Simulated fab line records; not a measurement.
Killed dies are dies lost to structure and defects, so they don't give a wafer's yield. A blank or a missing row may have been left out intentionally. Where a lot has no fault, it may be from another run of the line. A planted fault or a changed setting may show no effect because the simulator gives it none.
Struck lot and sound lot, side by side	flow n5-finfet	25 steps out of a route of 1938
Sound: the wafers L426.1, L426.4, L426.5. Wafers L435.1, L435.2, L435.3 were the ones struck. The cause is given at the end.
Per side, at each step with rows, come the tool, then ch with its chambers, and then its first start. Under that, the readings that differ: sound wafers	struck wafers	difference of the means	sigmas: that difference in standard deviations of wafers without a fault.
alike: readings with means less than 2 such deviations apart, plus words and numbers identical on both sides. not compared: withheld readings, readings lacking a value on some wafer, bounds such as >300 that could conceal the same value, and numbers that have no deviation in the record and whose values overlap.
A row with sigmas, a row that says differs or no value, or rows on one side alone: a step with any of these is where the two part. Numbers that don't overlap but have no deviation are shown without sigmas and don't part them. A reading missing from all wafers of one side parts the sides only when that side holds two or more wafers.

first, 10 steps without rows for these wafers: N5_DUMMY_GATE_UV_OZONE_45 (time 120 s); N5_SPACER0_ALD_07 (deposits SiNx, target thk 2 nm); N5_SPACER0_ALD_00 (deposits SiOCN, target thk 3.5 nm, pulse time 3 s, purge time 2 s); N5_SPACER0_ALD_08 (deposits SiNx, target thk 2 nm); N5_SD_EPI_N_COAT_32 (time 60 s, resist thk 350 nm); N5_SD_EPI_N_COAT_33 (time 60 s, resist thk 35 nm); N5_SD_EPI_N_COAT_03 (resist thk 150 nm); N5_SD_EPI_N_EBR_05; N5_SD_EPI_N_SOFTBAKE_04 (time 60 s); N5_SD_EPI_N_EXPOSE_06 (exposes mask SD N BLK, target cd 120 nm).
N5_SD_EPI_N_PEB_07: peb time 60 s.
  sound on litho-track-03 ch 0, day 4 11:34; struck on litho-track-03 ch 0, day 6 18:12
reading	sound	struck	difference	sigmas
heater-power-total-W (W)	176.2 175.6 175.8	207.3 209.9 207.5	+32.4	+20
  alike: chill-plate-temp-C
then, 1 step without rows for these wafers: N5_SD_EPI_N_DEVELOP_08 (develop time 30 s).
N5_SD_EPI_N_CD_MEAS_09: the cd target is 120 nm.
  sound on cd-sem-01 ch 0, day 4 11:38; struck on cd-sem-03 ch 0, day 6 18:16
reading	sound	struck	difference	sigmas
cd-nm (nm)	120.1 119.1 120.4	109.6 109.5 108.5	-10.7	-17
N5_SD_EPI_N_DESCUM_14: chemistry O2, time 7.9 s.
  sound on rie-diel-06 ch 1,3, day 4 11:43; struck on rie-diel-05 ch 0,1,3, day 6 18:23
reading	sound	struck	difference	sigmas
model.SD_EPI_N.cd-nm (nm)	120.2 119.4 120	109.2 109.4 108.4	-10.9	
  alike: drypump-motor-current-A, oes-product-au, rf-vpp-V, showerhead-plenum-p-Torr, throttle-valve-pct
  not compared: rf-hours-counter-h
then, 7 steps without rows for these wafers: N5_SD_EPI_N_ETCH_34 (etches SiARC in CF4, target depth 45.5 nm, time 75.8 s); N5_SD_EPI_N_ETCH_35 (etches SOC in N2/H2, overetch 108 nm, time 486 s); N5_SD_EPI_N_STRIP_36 (strips in N2/H2); N5_SD_EPI_N_ETCHBACK_44 (etches SiNx in CH3F/O2, stops on SiO2, target depth 14.5 nm); N5_SD_EPI_N_ETCH_45 (etches SiOCN in CH3F/O2, target depth 6 nm); N5_SD_EPI_N_ETCH_16 (etches SiO2 in CHF3/O2, target depth 5 nm); N5_SD_EPI_N_STRIP_47 (strips in CHF3/O2).
N5_SD_EPI_N_SD_RECESS_17: chemistry HBr/Cl2/O2, target depth 41 nm, time 23.7 s, bt time 3 s.
  sound on rie-si-04 ch 1,2, day 4 12:24; struck on rie-si-01 ch 1,2,3, day 6 19:04
reading	sound	struck	difference	sigmas
model.SD_EPI_N.cd-nm (nm)	119.6 121 118.8	108.6 110.6 109	-10.4	
  alike: drypump-motor-current-A, he-backside-leak-sccm, oes-product-au, throttle-valve-pct
  not compared: rf-hours-counter-h
then, 1 step without rows for these wafers: N5_SD_EPI_N_STRIP_38 (strips in N2/H2).
-- record jumps: 5 days separate the struck wafers' starts on either side; left off in module SD_EPI_N, taken up again in module BEOL_M4, whose first shown step is the route's number 1111 --
N5_BEOL_M4_RC_MEAS_101:
  sound on prober-01 ch 0, day 9 23:02; struck on prober-02 ch 0, day 12 00:22
  alike: DIBL_N, DIBL_P, IOFF_N, IOFF_P, ION_N, ION_P, SS_N, SS_P, VT_N, VT_P
-- a jump in the record: the struck wafers' starts before and after are 5 days apart (it breaks off in module BEOL_M4 and resumes in module PASSIVATION, where the first step shown is number 1936 of the route) --
N5_PASSIVATION_PROBE_49:
  record: rows for the struck wafers here (prober-01, day 16 14:38), none for the sound ones

== WHERE THEY PART ==
Last at N5_PASSIVATION_PROBE_49 as far as this record goes, first at N5_SD_EPI_N_PEB_07.

WHY: what the simulator had put in
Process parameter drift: litho-track-03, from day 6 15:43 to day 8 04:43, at N5_SD_EPI_N_PEB_07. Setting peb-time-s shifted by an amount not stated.
